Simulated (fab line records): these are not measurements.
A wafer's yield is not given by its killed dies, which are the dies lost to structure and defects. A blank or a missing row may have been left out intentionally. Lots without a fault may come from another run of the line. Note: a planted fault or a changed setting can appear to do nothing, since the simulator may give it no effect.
A lot that was struck, set against a sound lot ; flow n5 finfet ; 15 out of 1938 route steps
Sound: wafers L935.1, L935.4, L935.6. Struck: wafer L946.4. (L946.6 of the same lot was not struck and is left out.) The cause comes at the end.
Order at every step that has rows: each side's tool, ch and its chambers, its first start. Under that, the readings that differ: sound wafers ; struck wafers ; difference of the means ; sigmas: that difference in standard deviations of wafers without a fault.
alike: readings with means less than 2 such deviations apart, plus words and numbers identical on both sides. not compared: withheld readings, readings lacking a value on some wafer, bounds such as >300 that could conceal the same value, and numbers that have no deviation in the record and whose values overlap.
Wherever a step has rows on one side only, a row that says differs or no value, or a row with sigmas, the two part there. When numbers do not overlap yet have no deviation, they are printed without sigmas and do not part them. A reading missing from all wafers of one side parts the sides only when that side holds two or more wafers.

first, 6 steps without rows for these wafers: N5_BEOL_M2_COAT_22 (resist thk 30 nm); N5_BEOL_M2_EBR_24; N5_BEOL_M2_SOFTBAKE_23 (time 60 s); N5_BEOL_M2_EXPOSE_25 (exposes mask V1, defocus 5 nm); N5_BEOL_M2_PEB_26 (peb time 60 s); N5_BEOL_M2_DEVELOP_27 (develop time 30 s).
N5_BEOL_M2_CD_MEAS_28: target cd 26.2 nm, target cd y 24.1 nm.
  sound on cd sem-03 ch 0, day 9 09:43; struck on cd sem-02 ch 0, day 12 06:05
  alike: cd nm
N5_BEOL_M2_OVL_MEAS_29:
  sound on overlay-01 ch 0, day 9 09:44; struck on overlay-01 ch 0, day 12 06:07
  alike: V1_OVL
N5_BEOL_M2_INSPECT_30: inspects for defects (brightfield).
  sound on defect inspect-01, day 9 09:48; struck on defect inspect-01, day 12 06:10
reading;sound;struck;difference;sigmas
raw defect count;626 674 474;345;-246;-2
N5_BEOL_M2_DESCUM_33: chemistry O2, time 7 s.
  sound on rie diel-06 ch 0,3, day 9 09:50; struck on rie diel-03 ch 0, day 12 06:12
  alike: bias power w, drypump motor current A, o2 flow sccm, oes product au, rf fwd power W, rf vpp V, showerhead plenum p Torr, throttle valve pct
  not compared: rf hours counter h
N5_BEOL_M2_ETCH_77: etches underlayer in N2/H2, target depth 6.5 nm, time 5.2 s.
  sound on rie diel-06 ch 0,3, day 9 09:52; struck on rie diel-03 ch 0, day 12 06:14
  alike: drypump motor current A, etch rf on time s, oes product au, rf fwd power W, rf vpp V, showerhead plenum p Torr, throttle valve pct
  not compared: rf hours counter h
N5_BEOL_M2_ETCH_69: etches SiARC in CF4, target depth 15.6 nm, time 26 s.
  sound on rie diel-06 ch 0,3, day 9 09:53; struck on rie diel-03 ch 0, day 12 06:15
  alike: cf4 flow sccm, drypump motor current A, etch rf on time s, oes product au, rf fwd power W, rf vpp V, showerhead plenum p Torr, throttle valve pct
  not compared: rf hours counter h
N5_BEOL_M2_ALD_98: deposits SiO2, target thk 2.5 nm, pulse time 1 s, co reactant pulse time 1 s.
  sound on ald sin-01 ch 1,2,3, day 9 09:58; struck on ald sin-01 ch 3, day 12 06:27
reading;sound;struck;difference;sigmas
ald cycles;17 17 17;21;+4;
model.SiO2_of_BEOL_M2_ALD_98.thk nm (nm);2.6 2.4 2.6;3;+0;
  alike: heater power w, precursor pulse height rel
N5_BEOL_M2_ETCHBACK_99: etches SiO2 in CHF3, target depth 5 nm, time 10.4 s.
  sound on rie diel-01 ch 0,3, day 9 13:29; struck on rie diel-01 ch 3, day 12 14:59
  alike: drypump motor current A, oes product au, rf fwd power W, rf vpp V, showerhead plenum p Torr, throttle valve pct
  not compared: rf hours counter h
N5_BEOL_M4_RC_MEAS_101:
  sound on prober-01 ch 0, day 11 09:52; struck on prober-01 ch 0, day 14 10:29
reading;sound;struck;difference;sigmas
DIBL_N (mV/V);33.5 34.1 33.2;37.3;+3.7;+2
  alike: DIBL_P, IOFF_N, IOFF_P, ION_N, ION_P, SS_N, SS_P, VT_N, VT_P

WHERE THEY PART
Earliest at N5_BEOL_M2_INSPECT_30; latest, in this record, at N5_BEOL_M4_RC_MEAS_101.

WHY: what the simulator had put in
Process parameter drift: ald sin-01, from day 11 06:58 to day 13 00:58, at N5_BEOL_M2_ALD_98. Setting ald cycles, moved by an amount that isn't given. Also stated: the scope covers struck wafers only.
